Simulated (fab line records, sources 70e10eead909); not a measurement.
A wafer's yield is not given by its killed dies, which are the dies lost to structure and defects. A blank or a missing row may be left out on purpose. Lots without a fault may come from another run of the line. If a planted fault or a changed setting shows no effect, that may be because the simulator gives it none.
fab line records ; flow nandHarc ; part 1 of 2: steps 1 to 23 of 28
record: lots: 5; wafers: 15; lastDay: 24
route steps=1159 shown A_CONTACT@876
lots that met no fault: from a run of the same line without faults
startH: the number of hours between the record's first day and the start of the first shown wafer of the lot ; waitH: how many hours have passed since the lot's step before this one ; " the same as in the row above ; L1.1+2: several wafers, shown together as one row ; - no value present, or no start provided ; * or withheld: withheld ; < > ~ a bound
route shown NAME@n: NAME is a module with steps in the file, n the number in the route of the first one ; usual: mean/standard deviation of fault-free wafers ; same: alike in all rows ; chamber/n: place in a boat ; sites: readings site by site ; _std_site: the values' standard deviation ; _edge_site: outer sites' mean less inner sites' ; radiusMm: for every site, how far away it sits from the centre of the wafer ; mask NAME#n: copy n ; behind: tool/chamber where the wafer was last shaped ; hold: reason for holding the lot/hours on hold/outcome of the hold ; device: which transistor (n, p or np) failed to switch ; end of line: at the end of the route, the tests of the same wafers ; a step with no rows: only its recipe ; killed: not the wafer's yield, but the dies lost to structure and defects at the first sort ; map: shows each die of a wafer: x if killed, . if not, _ if none is there
set.NAME: the setting that was run; set.NAME@STEP: the one run at that earlier step ; model.NAME: the simulator's own value behind a step, which no gauge read
certain route steps with their lots: each step a table, each wafer a row
services: from which hour (startH, from the record's first day; less than 0 if before it) a tool's chamber was out of use, for how many hours, and why
== steps ==
step: NHARC_A_CONTACT_ETCH_96
recipe: targetDepthA: 200; overEtchFrac: 0.5; timeS: 10; ionEnergyEv: 250; c4f6FlowSccm: 25; o2FlowSccm: 20; arFlowSccm: 500; rfW: 600; biasW: 500; chemistry: C4F6/O2
usual: drypumpMotorCurrentA: 5.8/0.48; oesProductAu: 0.976/0.027; rfVppV: 546.1/2.8; showerheadPlenumPTorr: 3.89/0.13; throttleValvePct: 26.904/0.0091
lot.wafer;tool;chamber;startH;waitH;drypumpMotorCurrentA;oesProductAu;rfHoursCounterH;rfVppV;showerheadPlenumPTorr;throttleValvePct
L082.1;rieDiel-01;3;432.51;0.1;6.2;0.995;23;543.9;3.80;26.890
L082.2;rieDiel-01;0;432.51;0.1;5.7;1.014;24;544.8;3.88;26.909
L082.4;rieDiel-01;3;432.51;0.1;6.2;0.987;-;545.2;3.80;26.904
L085.3;rieDiel-12;1;448.18;0.1;5.4;1.017;20;549.6;3.97;26.916
L085.1;rieDiel-12;2;448.18;0.1;5.6;0.985;20;542.8;3.73;26.888
L085.5;rieDiel-12;3;448.18;0.1;5.9;0.987;-;543.9;3.78;26.910
L086.1;rieDiel-01;2;-;-;5.1;1.002;25;543.9;3.80;26.902
L086.4;rieDiel-01;3;-;-;6.2;0.992;26;543.3;3.80;26.897
L086.5;rieDiel-01;0;-;-;5.7;1.003;-;545.4;3.88;26.920
L092.2;rieDiel-12;0;-;-;6.7;0.946;17;544.8;3.84;26.906
L092.5;rieDiel-12;1;-;-;5.3;0.961;-;548.0;3.96;26.914
L092.6;rieDiel-12;2;-;-;5.6;0.949;-;542.1;3.72;26.883
L093.4;rieDiel-02;1;-;-;6.7;0.986;60;545.4;3.81;26.902
L093.3;rieDiel-02;3;-;-;6.1;0.993;66;547.9;4.02;26.908
L093.6;rieDiel-02;1;-;-;6.7;0.976;-;544.0;3.81;26.904
step: NHARC_A_CONTACT_CD_MEAS_53
usual: cdNm: 189.5/0.61
lot.wafer;tool;chamber;startH;waitH;cdNm
L082.1;cdSem-03;-;432.59;-;189.6
L082.2;cdSem-03;-;432.59;-;189.4
L082.4;cdSem-03;-;432.59;-;190.2
L085.1;cdSem-02;-;448.26;-;189.4
L085.3;cdSem-02;-;448.26;-;190.2
L085.5;cdSem-02;-;448.26;-;189.7
L086.1;cdSem-01;-;453.93;-;190.1
L086.4;cdSem-01;-;453.93;-;189.9
L086.5;cdSem-01;-;453.93;-;189.8
L092.2;cdSem-01;-;477.97;-;189.9
L092.5;cdSem-01;-;477.97;-;190.5
L092.6;cdSem-01;-;477.97;-;189.9
L093.3;cdSem-02;-;498.56;-;189.0
L093.4;cdSem-02;-;498.56;-;189.2
L093.6;cdSem-02;-;498.56;-;188.8
step: NHARC_A_CONTACT_STRIP_99
recipe: n2FlowSccm: 150; h2FlowSccm: 150; arFlowSccm: 0; biasW: 0; chemistry: N2/H2
lot.wafer;tool;chamber;startH;waitH
L082.2+1+4;rieDiel-12;2,3,1;432.67;0.1
L085.3+1+5;rieDiel-01;1,2,2;448.33;0.1
L086.1+4+5;rieDiel-01;3,0,1;454.03;0.1
L092.2+6+5;rieDiel-12;0,1,2;478.08;0.1
L093.4+3+6;rieDiel-02;3,0,2;498.94;0.4
step: NHARC_A_CONTACT_STRIP_100
recipe: cf4FlowSccm: 100; chf3FlowSccm: 30; arFlowSccm: 0; biasW: 0; chemistry: CF4/CHF3
lot.wafer;tool;chamber;startH;waitH
L082.2+1+4;rieDiel-12;1,2,3;432.86;0.2
L085.3+1+5;rieDiel-01;0,1,3;448.43;0.1
L086.4+1+5;rieDiel-01;1,2,0;454.10;0.1
L092.2+5+6;rieDiel-12;3,3,0;478.14;0.1
L093.4+3+6;rieDiel-02;3,0,3;499.21;0.3
step: NHARC_A_CONTACT_STRIP_101
recipe: o2FlowSccm: 400; cosFlowSccm: 20; arFlowSccm: 0; biasW: 0; chemistry: O2/COS
lot.wafer;tool;chamber;startH;waitH
L082.1+2+4;rieDiel-12;1,2,2;432.93;0.1
L085.1+3+5;rieDiel-01;2,0,2;448.49;0.1
L086.1+4+5;rieDiel-01;1,3,2;454.30;0.2
L092.2+5+6;rieDiel-12;1,3,0;478.21;0.1
L093.4+3+6;rieDiel-02;2,3,1;499.38;0.2
step: NHARC_A_CONTACT_ETCH_102
recipe: targetDepthA: 700; overetchA: 70; timeS: 38.5; ionEnergyEv: 100; cf4FlowSccm: 80; o2FlowSccm: 20; arFlowSccm: 0; rfW: 300; biasW: 100; chemistry: CF4/O2
usual: drypumpMotorCurrentA: 5.8/0.52; oesProductAu: 1.000/0.011; rfVppV: 197.6/1.3; showerheadPlenumPTorr: 1.32/0.049; throttleValvePct: 13.397/0.0094
lot.wafer;tool;chamber;startH;waitH;drypumpMotorCurrentA;oesProductAu;rfHoursCounterH;rfVppV;showerheadPlenumPTorr;throttleValvePct
L082.2;rieDiel-12;2;432.99;0.1;5.6;0.989;15;197.2;1.26;13.394
L082.1;rieDiel-12;1;432.99;0.1;5.3;1.015;15;196.5;1.35;13.389
L082.4;rieDiel-12;1;432.99;0.1;5.4;1.018;-;197.7;1.35;13.397
L085.1;rieDiel-01;3;448.55;0.1;6.2;1.004;25;196.3;1.29;13.392
L085.3;rieDiel-01;2;448.55;0.1;5.1;1.011;24;197.3;1.29;13.392
L085.5;rieDiel-01;0;448.55;0.1;5.6;1.006;-;197.4;1.32;13.404
L086.4;rieDiel-01;2;454.37;0.1;5.1;1.008;26;196.9;1.29;13.393
L086.1;rieDiel-01;0;454.37;0.1;5.7;0.996;27;197.7;1.32;13.394
L086.5;rieDiel-01;1;454.37;0.1;5.4;0.993;-;199.6;1.39;13.399
L092.2;rieDiel-12;2;478.27;0.1;5.6;0.999;31;196.8;1.26;13.399
L092.6;rieDiel-12;1;478.27;0.1;5.3;1.018;-;196.7;1.35;13.402
L092.5;rieDiel-12;2;478.27;0.1;5.6;0.992;-;196.8;1.26;13.391
L093.4;rieDiel-02;3;499.96;0.6;6.1;0.991;67;198.6;1.37;13.387
L093.3;rieDiel-02;0;499.96;0.6;6.6;0.983;62;195.1;1.29;13.398
L093.6;rieDiel-02;2;499.96;0.6;5.4;0.994;-;200.8;1.43;13.409
step: NHARC_A_CONTACT_STRIP_55
recipe: o2FlowSccm: 500; arFlowSccm: 0; biasW: 0; chemistry: O2
usual: drypumpMotorCurrentA: 5.8/0.51; oesProductAu: 1.000/0.011; rfVppV: 57.8/0.94; showerheadPlenumPTorr: 3.51/0.13; throttleValvePct: 17.036/0.0089
lot.wafer;tool;chamber;startH;waitH;drypumpMotorCurrentA;oesProductAu;rfHoursCounterH;rfVppV;showerheadPlenumPTorr;throttleValvePct
L082.2;rieDiel-12;2;-;-;5.6;0.997;15;57.2;3.35;17.025
L082.1;rieDiel-12;1;-;-;5.4;1.010;15;57.9;3.57;17.042
L082.4;rieDiel-12;1;-;-;5.4;1.025;-;57.6;3.57;17.027
L085.3;rieDiel-01;0;-;-;5.7;0.999;26;57.9;3.49;17.041
L085.1;rieDiel-01;2;-;-;5.1;1.011;24;58.4;3.41;17.047
L085.5;rieDiel-01;0;-;-;5.7;1.002;-;56.6;3.49;17.021
L086.1;rieDiel-01;0;-;-;5.7;0.995;27;57.7;3.49;17.051
L086.4;rieDiel-01;1;-;-;5.4;0.997;26;58.0;3.66;17.031
L086.5;rieDiel-01;0;-;-;5.7;1.006;-;57.0;3.49;17.040
L092.2;rieDiel-12;2;-;-;5.7;0.994;31;57.4;3.34;17.050
L092.6;rieDiel-12;1;-;-;5.4;1.021;-;59.6;3.56;17.042
L092.5;rieDiel-12;2;-;-;5.7;0.991;-;56.6;3.34;17.042
L093.4;rieDiel-02;1;-;-;6.7;0.997;61;56.6;3.43;17.044
L093.3;rieDiel-02;0;-;-;6.6;0.970;62;58.5;3.41;17.038
L093.6;rieDiel-02;1;-;-;6.7;0.991;-;57.3;3.43;17.020
step: NHARC_A_CONTACT_STRIP_56
recipe: timeS: 600; tempC: 30; chemistry: postEtchResidueRemover
lot.wafer;tool;chamber;startH;waitH
L082.4+2+1;wetBench-01;6,1,3;433.57;-
L085.3+5+1;wetBench-01;2,4,6;448.94;-
L086.5+1+4;wetBench-09;6,1,3;454.75;-
L092.5+2+6;wetBench-09;4,6,0;478.67;-
L093.4+6+3;wetBench-09;7,0,1;500.49;-
step: NHARC_A_CONTACT_DEP_57
recipe: targetThkA: 28000; tempC: 400; material: aC
usual: throttleValvePct: 35.000/0.0091
lot.wafer;tool;chamber;startH;waitH;throttleValvePct
L082.1;aclDep-01;0;433.84;-;35.007
L082.2;aclDep-01;0;433.84;-;34.993
L082.4;aclDep-01;0;433.84;-;34.998
L085.1;aclDep-02;0;449.76;-;34.982
L085.3;aclDep-02;0;449.76;-;34.998
L085.5;aclDep-02;0;449.76;-;35.000
L086.1;aclDep-02;0;456.19;-;35.005
L086.4;aclDep-02;0;456.19;-;34.993
L086.5;aclDep-02;0;456.19;-;35.000
L092.2;aclDep-02;0;483.60;-;35.007
L092.5;aclDep-02;0;483.60;-;35.012
L092.6;aclDep-02;0;483.60;-;34.986
L093.3;aclDep-03;0;501.32;-;35.000
L093.4;aclDep-03;0;501.32;-;34.988
L093.6;aclDep-03;0;501.32;-;35.012
step: NHARC_A_CONTACT_DEP_58
recipe: targetThkA: 600; targetThkNm: 60; tempC: 400; pressureTorr: 3.5; flowSccm: 200; rfW: 350; material: SiON
usual: chamberPressureTorr: 3.500/0.0077; heaterPowerW: 708/70
lot.wafer;tool;chamber;startH;waitH;chamberPressureTorr;heaterPowerW
L082.1;pecvd-02;0;435.57;1.4;3.504;783
L082.2;pecvd-02;1;435.57;1.4;3.493;768
L082.4;pecvd-02;0;435.57;1.4;3.492;786
L085.3;pecvd-01;1;451.50;0.9;3.496;750
L085.1;pecvd-01;2;451.50;0.9;3.508;738
L085.5;pecvd-01;1;451.50;0.9;3.499;761
L086.1;pecvd-02;1;457.95;1.5;3.497;696
L086.5;pecvd-02;1;457.95;1.5;3.506;727
L086.4;pecvd-02;2;457.95;1.5;3.497;599
L092.2;pecvd-02;2;485.11;1.2;3.495;624
L092.6;pecvd-02;0;485.11;1.2;3.505;755
L092.5;pecvd-02;2;485.11;1.2;3.499;637
L093.3;pecvd-03;0;502.68;1.1;3.501;715
L093.4;pecvd-03;0;502.68;1.1;3.507;696
L093.6;pecvd-03;1;502.68;1.1;3.516;725
step: NHARC_A_CONTACT_DEHYDRATE_59
recipe: tempC: 150; timeS: 120
usual: chillPlateTempC: 22.98/0.092; resistLineTempC: 22.98/0.11
lot.wafer;tool;chamber;startH;waitH;chillPlateTempC;resistLineTempC
L082.1;lithoTrack-06;0;435.84;0.2;23.06;22.77
L082.2;lithoTrack-06;0;435.84;0.2;22.96;22.76
L082.4;lithoTrack-06;0;435.84;0.2;22.93;23.00
L085.1;lithoTrack-04;0;451.77;0.2;22.94;23.12
L085.3;lithoTrack-04;0;451.77;0.2;23.19;23.03
L085.5;lithoTrack-04;0;451.77;0.2;23.04;23.11
L086.1;lithoTrack-04;0;458.22;0.2;23.09;23.01
L086.4;lithoTrack-04;0;458.22;0.2;23.12;22.98
L086.5;lithoTrack-04;0;458.22;0.2;23.13;22.77
L092.2;lithoTrack-04;0;485.32;0.2;22.87;23.16
L092.5;lithoTrack-04;0;485.32;0.2;23.12;22.97
L092.6;lithoTrack-04;0;485.32;0.2;22.88;23.07
L093.3;lithoTrack-01;0;502.92;0.2;22.87;23.21
L093.4;lithoTrack-01;0;502.92;0.2;22.96;23.06
L093.6;lithoTrack-01;0;502.92;0.2;23.02;22.93
step: NHARC_A_CONTACT_HMDS_60
recipe: timeS: 30
usual: chillPlateTempC: 23.00/0.096; resistLineTempC: 22.99/0.1
lot.wafer;tool;chamber;startH;waitH;chillPlateTempC;resistLineTempC
L082.1;lithoTrack-06;0;-;-;23.06;23.18
L082.2;lithoTrack-06;0;-;-;23.01;22.93
L082.4;lithoTrack-06;0;-;-;23.09;22.93
L085.1;lithoTrack-04;0;-;-;22.96;23.01
L085.3;lithoTrack-04;0;-;-;23.02;23.17
L085.5;lithoTrack-04;0;-;-;22.95;22.96
L086.1;lithoTrack-04;0;-;-;23.03;23.03
L086.4;lithoTrack-04;0;-;-;23.15;22.88
L086.5;lithoTrack-04;0;-;-;22.88;23.10
L092.2;lithoTrack-04;0;-;-;23.01;23.00
L092.5;lithoTrack-04;0;-;-;23.12;23.01
L092.6;lithoTrack-04;0;-;-;22.91;22.93
L093.3;lithoTrack-01;0;-;-;22.95;22.83
L093.4;lithoTrack-01;0;-;-;23.04;22.81
L093.6;lithoTrack-01;0;-;-;23.04;22.88
step: NHARC_A_CONTACT_COAT_61
recipe: tempC: 260; timeS: 75
usual: chillPlateTempC: 23.02/0.12; resistLineTempC: 22.97/0.11
lot.wafer;tool;chamber;startH;waitH;chillPlateTempC;resistLineTempC
L082.1;lithoTrack-06;0;-;-;23.03;22.89
L082.2;lithoTrack-06;0;-;-;23.02;22.87
L082.4;lithoTrack-06;0;-;-;22.96;22.83
L085.1;lithoTrack-04;0;-;-;22.95;23.06
L085.3;lithoTrack-04;0;-;-;22.98;22.93
L085.5;lithoTrack-04;0;-;-;22.83;23.14
L086.1;lithoTrack-04;0;-;-;23.11;22.85
L086.4;lithoTrack-04;0;-;-;22.88;22.89
L086.5;lithoTrack-04;0;-;-;22.98;23.02
L092.2;lithoTrack-04;0;-;-;22.89;23.08
L092.5;lithoTrack-04;0;-;-;23.04;22.86
L092.6;lithoTrack-04;0;-;-;23.23;22.89
L093.3;lithoTrack-01;0;-;-;23.24;23.06
L093.4;lithoTrack-01;0;-;-;23.18;23.02
L093.6;lithoTrack-01;0;-;-;23.05;23.03
step: NHARC_A_CONTACT_COAT_62
recipe: tempC: 225; timeS: 65
usual: chillPlateTempC: 23.00/0.11; resistLineTempC: 23.00/0.096
lot.wafer;tool;chamber;startH;waitH;chillPlateTempC;resistLineTempC
L082.1;lithoTrack-06;0;-;-;22.80;22.94
L082.2;lithoTrack-06;0;-;-;22.87;22.99
L082.4;lithoTrack-06;0;-;-;22.79;23.07
L085.1;lithoTrack-04;0;-;-;22.89;22.97
L085.3;lithoTrack-04;0;-;-;22.90;23.05
L085.5;lithoTrack-04;0;-;-;22.98;23.14
L086.1;lithoTrack-04;0;-;-;22.91;22.92
L086.4;lithoTrack-04;0;-;-;22.98;23.03
L086.5;lithoTrack-04;0;-;-;22.97;23.09
L092.2;lithoTrack-04;0;-;-;22.99;22.94
L092.5;lithoTrack-04;0;-;-;23.05;22.81
L092.6;lithoTrack-04;0;-;-;23.02;22.97
L093.3;lithoTrack-01;0;-;-;23.00;23.10
L093.4;lithoTrack-01;0;-;-;22.94;23.09
L093.6;lithoTrack-01;0;-;-;23.00;22.99
step: NHARC_A_CONTACT_COAT_63
recipe: spinRpm: 1500; resistThkNm: 90
usual: chillPlateTempC: 23.00/0.098; resistLineTempC: 22.98/0.11
lot.wafer;tool;chamber;startH;waitH;chillPlateTempC;resistLineTempC
L082.1;lithoTrack-06;0;-;-;23.07;22.96
L082.2;lithoTrack-06;0;-;-;23.01;22.95
L082.4;lithoTrack-06;0;-;-;23.12;22.93
L085.1;lithoTrack-04;0;-;-;23.00;23.07
L085.3;lithoTrack-04;0;-;-;22.95;22.99
L085.5;lithoTrack-04;0;-;-;22.98;23.14
L086.1;lithoTrack-04;0;-;-;22.96;22.88
L086.4;lithoTrack-04;0;-;-;23.01;22.81
L086.5;lithoTrack-04;0;-;-;22.92;22.87
L092.2;lithoTrack-04;0;-;-;22.96;23.17
L092.5;lithoTrack-04;0;-;-;22.96;23.02
L092.6;lithoTrack-04;0;-;-;22.98;23.06
L093.3;lithoTrack-01;0;-;-;23.11;23.25
L093.4;lithoTrack-01;0;-;-;23.16;22.85
L093.6;lithoTrack-01;0;-;-;23.07;22.98
step: NHARC_A_CONTACT_SOFTBAKE_64
recipe: tempC: 105; timeS: 55
usual: chillPlateTempC: 23.01/0.1; resistLineTempC: 22.99/0.098
lot.wafer;tool;chamber;startH;waitH;chillPlateTempC;resistLineTempC
L082.1;lithoTrack-06;0;-;-;22.88;23.04
L082.2;lithoTrack-06;0;-;-;22.88;23.10
L082.4;lithoTrack-06;0;-;-;22.89;22.96
L085.1;lithoTrack-04;0;-;-;23.11;23.01
L085.3;lithoTrack-04;0;-;-;23.06;22.94
L085.5;lithoTrack-04;0;-;-;23.29;22.93
L086.1;lithoTrack-04;0;-;-;22.96;22.97
L086.4;lithoTrack-04;0;-;-;22.97;22.99
L086.5;lithoTrack-04;0;-;-;23.12;22.87
L092.2;lithoTrack-04;0;-;-;23.07;22.90
L092.5;lithoTrack-04;0;-;-;23.04;22.86
L092.6;lithoTrack-04;0;-;-;23.13;23.05
L093.3;lithoTrack-01;0;-;-;22.93;22.93
L093.4;lithoTrack-01;0;-;-;22.92;22.89
L093.6;lithoTrack-01;0;-;-;22.87;23.03
step: NHARC_A_CONTACT_EBR_65
usual: chillPlateTempC: 23.03/0.1; resistLineTempC: 22.97/0.097
lot.wafer;tool;chamber;startH;waitH;chillPlateTempC;resistLineTempC
L082.1;lithoTrack-06;0;-;-;23.24;22.93
L082.2;lithoTrack-06;0;-;-;23.09;22.84
L082.4;lithoTrack-06;0;-;-;23.22;22.88
L085.1;lithoTrack-04;0;-;-;23.04;23.16
L085.3;lithoTrack-04;0;-;-;22.95;23.05
L085.5;lithoTrack-04;0;-;-;22.95;23.08
L086.1;lithoTrack-04;0;-;-;23.00;22.89
L086.4;lithoTrack-04;0;-;-;22.92;22.98
L086.5;lithoTrack-04;0;-;-;23.02;22.96
L092.2;lithoTrack-04;0;-;-;22.90;22.99
L092.5;lithoTrack-04;0;-;-;23.09;22.89
L092.6;lithoTrack-04;0;-;-;23.18;23.13
L093.3;lithoTrack-01;0;-;-;23.25;22.94
L093.4;lithoTrack-01;0;-;-;23.24;23.03
L093.6;lithoTrack-01;0;-;-;23.10;22.89
step: NHARC_A_CONTACT_EXPOSE_66
recipe: na: 1.35; sigmaOuter: 0.8; doseMj: 59.02; maskId: A_CC_2
lot.wafer;tool;chamber;startH;waitH;mask
L082.1+2+4;arfiScanner-03;0;436.15;-;A_CC_2#0
L085.1+3+5;arfiScanner-01;0;452.08;-;A_CC_2#0
L086.1+4+5;arfiScanner-03;0;458.41;-;A_CC_2#0
L092.2+5+6;arfiScanner-01;0;485.64;-;A_CC_2#0
L093.3+4+6;arfiScanner-01;0;503.24;-;A_CC_2#0
step: NHARC_A_CONTACT_PEB_67
recipe: pebTempC: 100; pebTimeS: 65
usual: chillPlateTempC: 22.99/0.12; resistLineTempC: 23.00/0.1
lot.wafer;tool;chamber;startH;waitH;chillPlateTempC;resistLineTempC
L082.1;lithoTrack-01;0;436.21;0.1;22.99;23.00
L082.2;lithoTrack-01;0;436.21;0.1;22.98;23.00
L082.4;lithoTrack-01;0;436.21;0.1;22.96;22.84
L085.1;lithoTrack-01;0;452.14;0.1;23.04;22.84
L085.3;lithoTrack-01;0;452.14;0.1;22.89;23.08
L085.5;lithoTrack-01;0;452.14;0.1;22.84;22.96
L086.1;lithoTrack-01;0;458.47;0.1;23.01;22.92
L086.4;lithoTrack-01;0;458.47;0.1;23.01;23.19
L086.5;lithoTrack-01;0;458.47;0.1;23.04;22.98
L092.2;lithoTrack-06;0;485.70;0.1;22.99;22.93
L092.5;lithoTrack-06;0;485.70;0.1;23.00;23.14
L092.6;lithoTrack-06;0;485.70;0.1;23.14;22.97
L093.3;lithoTrack-01;0;503.30;0.0;22.87;22.94
L093.4;lithoTrack-01;0;503.30;0.0;22.99;23.01
L093.6;lithoTrack-01;0;503.30;0.0;22.94;23.09
step: NHARC_A_CONTACT_DEVELOP_68
recipe: developTimeS: 35; devTempC: 23
usual: chillPlateTempC: 23.01/0.1; resistLineTempC: 23.01/0.11
lot.wafer;tool;chamber;startH;waitH;chillPlateTempC;resistLineTempC
L082.1;lithoTrack-01;0;-;-;22.99;23.06
L082.2;lithoTrack-01;0;-;-;23.18;23.19
L082.4;lithoTrack-01;0;-;-;22.89;23.07
L085.1;lithoTrack-01;0;-;-;23.13;22.88
L085.3;lithoTrack-01;0;-;-;22.97;23.12
L085.5;lithoTrack-01;0;-;-;22.97;22.97
L086.1;lithoTrack-01;0;-;-;22.86;23.05
L086.4;lithoTrack-01;0;-;-;22.91;22.87
L086.5;lithoTrack-01;0;-;-;22.87;23.02
L092.2;lithoTrack-06;0;-;-;23.06;23.19
L092.5;lithoTrack-06;0;-;-;23.06;22.96
L092.6;lithoTrack-06;0;-;-;22.99;23.14
L093.3;lithoTrack-01;0;-;-;22.95;22.89
L093.4;lithoTrack-01;0;-;-;23.09;23.02
L093.6;lithoTrack-01;0;-;-;23.00;23.01
step: NHARC_A_CONTACT_CD_MEAS_69
recipe: targetCdNm: 200; landingEnergyEv: 500
usual: cdNm: 199.8/0.47
lot.wafer;tool;chamber;startH;waitH;cdNm
L082.1;cdSem-03;0;436.29;-;199.9
L082.2;cdSem-03;0;436.29;-;198.7
L082.4;cdSem-03;0;436.29;-;199.2
L085.1;cdSem-02;0;452.22;-;200.7
L085.3;cdSem-02;0;452.22;-;199.4
L085.5;cdSem-02;0;452.22;-;200.0
L086.1;cdSem-03;0;458.55;-;200.1
L086.4;cdSem-03;0;458.55;-;200.0
L086.5;cdSem-03;0;458.55;-;200.6
L092.2;cdSem-03;0;485.78;-;199.5
L092.5;cdSem-03;0;485.78;-;199.1
L092.6;cdSem-03;0;485.78;-;199.7
L093.3;cdSem-02;0;503.38;-;199.9
L093.4;cdSem-02;0;503.38;-;199.1
L093.6;cdSem-02;0;503.38;-;199.5
step: NHARC_A_CONTACT_OVL_MEAS_70
usual: overlayXNm: 0.0/0.77; overlayYNm: 0.0/0.69
lot.wafer;tool;chamber;startH;waitH;overlayXNm;overlayYNm
L082.1;overlay-01;-;436.38;-;-0.2;-0.5
L082.2;overlay-01;-;436.38;-;0.2;-0.2
L082.4;overlay-01;-;436.38;-;0.0;0.3
L085.1;overlay-02;-;452.31;-;0.3;-0.2
L085.3;overlay-02;-;452.31;-;0.7;0.2
L085.5;overlay-02;-;452.31;-;0.5;-0.1
L086.1;overlay-02;-;458.63;-;0.5;-0.2
L086.4;overlay-02;-;458.63;-;0.9;0.4
L086.5;overlay-02;-;458.63;-;0.5;0.0
L092.2;overlay-01;-;485.87;-;-1.6;-0.3
L092.5;overlay-01;-;485.87;-;-1.0;-0.3
L092.6;overlay-01;-;485.87;-;-0.7;-0.5
L093.3;overlay-01;-;503.46;-;1.7;-0.2
L093.4;overlay-01;-;503.46;-;1.3;-0.3
L093.6;overlay-01;-;503.46;-;1.4;0.5
step: NHARC_A_CONTACT_INSPECT_71
usual: rawDefectCount: 28/14
lot.wafer;tool;chamber;startH;waitH;rawDefectCount
L082.1;defectInspect-01;-;436.42;0.0;23
L082.2;defectInspect-01;-;436.42;0.0;25
L082.4;defectInspect-01;-;436.42;0.0;27
L085.1;defectInspect-02;-;452.34;0.0;27
L085.3;defectInspect-02;-;452.34;0.0;21
L085.5;defectInspect-02;-;452.34;0.0;22
L086.1;defectInspect-01;-;458.67;0.0;42
L086.4;defectInspect-01;-;458.67;0.0;56
L086.5;defectInspect-01;-;458.67;0.0;35
L092.2;defectInspect-02;-;485.90;0.0;58
L092.5;defectInspect-02;-;485.90;0.0;57
L092.6;defectInspect-02;-;485.90;0.0;58
L093.3;defectInspect-02;-;503.50;0.0;27
L093.4;defectInspect-02;-;503.50;0.0;24
L093.6;defectInspect-02;-;503.50;0.0;24
